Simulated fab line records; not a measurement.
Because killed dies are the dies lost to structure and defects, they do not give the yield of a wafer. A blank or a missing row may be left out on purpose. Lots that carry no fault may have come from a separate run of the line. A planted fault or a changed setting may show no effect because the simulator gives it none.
Comparing a struck lot with a sound one / flow n5 finfet / 25 steps out of a route of 1938
Sound: the wafers L411.2, L411.3, L411.6. Struck: wafers L416.1, L416.3, L416.4. The cause is named last.
At each step with rows: each side's tool, then ch and its chambers, then its first start. Under that, the readings that differ: sound wafers / struck wafers / difference of the means / sigmas: that difference in standard deviations of wafers without a fault.
alike: same words and numbers on both sides, and readings whose means sit less than 2 such deviations apart. not compared: any withheld reading, any reading some wafer has no value for, any bound like >300 that may hide the same value, and any number with overlapping values for which the record gives no deviation.
The two part at a step that has a row with sigmas, a row that says differs or no value, or rows on one side only. Non-overlapping numbers with no deviation appear without sigmas and do not part them. A reading missing from all wafers of one side parts the sides only when that side holds two or more wafers.

N5_BEOL_M8_INSPECT_13: inspects for defects (brightfield).
  sound on defect inspect-01, day 11 15:40; struck on defect inspect-02, day 12 19:25
  alike: raw defect count
then, 1 step without rows for these wafers: N5_BEOL_M8_DESCUM_16 (chemistry O2, time 7.9 s).
N5_BEOL_M8_ETCH_61: etches SiARC in CF4, target depth 45.5 nm, time 75.8 s.
  sound on rie diel-06 ch 1,3, day 11 15:44; struck on rie diel-05 ch 1,2,3, day 12 19:41
reading=rf vpp V (V); sound=185.7 185.5 186.8; struck=183.8 183.9 182.7; difference=-2.5; sigmas=-2
  alike: drypump motor current A, etch rf on time s, mfc ar sccm, oes product au, showerhead plenum p Torr, throttle valve pct
  not compared: rf hours counter h
then, 2 steps without rows for these wafers: N5_BEOL_M8_ETCH_62 (etches SOC in N2/H2, target depth 110 nm, overetch 22 nm, time 165 s); N5_BEOL_M8_STRIP_68 (strips in N2/H2).
N5_BEOL_M8_STRIP_67: strips in CF4.
  sound on rie diel-06 ch 1,3, day 11 15:56; struck on rie diel-05 ch 1,2,3, day 12 19:53
  alike: drypump motor current A, oes product au, rf vpp V, showerhead plenum p Torr, throttle valve pct
  not compared: rf hours counter h
N5_BEOL_M8_HM_OPEN_17: chemistry Cl2/BCl3, target TiN, target depth 20 nm, overetch 6 nm.
  sound on rie metal-03 ch 0,1, day 11 15:58; struck on rie metal-01 ch 0,1, day 12 19:55
  alike: drypump motor current A, mfc ar sccm, oes product au, throttle valve pct
  not compared: rf hours counter h
then, 1 step without rows for these wafers: N5_BEOL_M8_STRIP_19 (strips in O2).
N5_BEOL_M8_CD_MEAS_18: pitch 80 nm, target cd 40 nm.
  sound on cd sem-03, day 11 16:15; struck on cd sem-03, day 12 20:20
  alike: cd nm
then, 3 steps without rows for these wafers: N5_BEOL_M8_COAT_63 (time 60 s, resist thk 60 nm); N5_BEOL_M8_COAT_64 (time 60 s, resist thk 12 nm); N5_BEOL_M8_COAT_71 (time 60 s, resist thk 5 nm).
N5_BEOL_M8_COAT_22: resist thk 30 nm.
  sound on litho track-02 ch 0, day 11 16:17; struck on litho track-02 ch 0, day 12 20:23
reading=spin speed rpm (rpm); sound=1499.3 1498.2 1500.6; struck=1236.2 1237.6 1238.0; difference=-262.1; sigmas=-99 or more
reading=model.CAR-EUV_of_BEOL_M8_COAT_22.thk nm (nm); sound=30 30 30; struck=33 33 33; difference=+3; sigmas=
  alike: dispense pressure kPa
then, 5 steps without rows for these wafers: N5_BEOL_M8_EBR_24; N5_BEOL_M8_SOFTBAKE_23 (time 60 s); N5_BEOL_M8_EXPOSE_25 (exposes mask V7, target cd 40 nm); N5_BEOL_M8_PEB_26 (peb time 60 s); N5_BEOL_M8_DEVELOP_27 (develop time 30 s).
N5_BEOL_M8_CD_MEAS_28: the cd target is 40 nm.
  sound on cd sem-02 ch 0, day 11 16:33; struck on cd sem-02 ch 0, day 12 20:38
  alike: cd nm
N5_BEOL_M8_OVL_MEAS_29:
  sound on overlay-02 ch 0, day 11 16:35; struck on overlay-01 ch 0, day 12 20:40
  alike: V7_OVL
N5_BEOL_M8_INSPECT_30: inspects for defects (brightfield).
  sound on defect inspect-01, day 11 16:38; struck on defect inspect-02, day 12 20:44
  alike: raw defect count
then, 1 step without rows for these wafers: N5_BEOL_M8_DESCUM_33 (chemistry O2, time 7 s).
N5_BEOL_M8_ETCH_72: etches underlayer in N2/H2, target depth 6.5 nm, time 5.2 s.
  sound on rie diel-05 ch 0,2, day 11 16:45; struck on rie diel-04 ch 0,1,2, day 12 20:50
  alike: drypump motor current A, etch rf on time s, oes product au, rf vpp V, showerhead plenum p Torr, throttle valve pct
  not compared: rf hours counter h
N5_BEOL_M8_ETCH_65: etches SiARC in CF4, target depth 15.6 nm, time 26 s.
  sound on rie diel-05 ch 0,2, day 11 16:46; struck on rie diel-04 ch 0,1,2, day 12 20:51
reading=model.CAR-EUV_of_BEOL_M8_COAT_22.thk nm (nm); sound=11.2 11.2 11.2; struck=14.2 14.2 14.2; difference=+3.0; sigmas=
  alike: drypump motor current A, etch rf on time s, mfc ar sccm, oes product au, rf vpp V, showerhead plenum p Torr, throttle valve pct
  not compared: rf hours counter h
N5_BEOL_M8_ETCH_66: etches SOC in N2/H2, target depth 80 nm, overetch 16 nm, time 120 s.
  sound on rie diel-05 ch 0,2, day 11 16:48; struck on rie diel-04 ch 0,1,2, day 12 20:53
  alike: drypump motor current A, oes product au, rf vpp V, showerhead plenum p Torr, throttle valve pct
  not compared: rf hours counter h

WHERE THEY PART
First at N5_BEOL_M8_ETCH_61; last, within this record, at N5_BEOL_M8_COAT_22. Later steps at which nothing parts them and some readings are alike: N5_BEOL_M8_CD_MEAS_28, N5_BEOL_M8_OVL_MEAS_29, N5_BEOL_M8_INSPECT_30, N5_BEOL_M8_ETCH_72, N5_BEOL_M8_ETCH_65, N5_BEOL_M8_ETCH_66.

WHY: what the simulator had put in
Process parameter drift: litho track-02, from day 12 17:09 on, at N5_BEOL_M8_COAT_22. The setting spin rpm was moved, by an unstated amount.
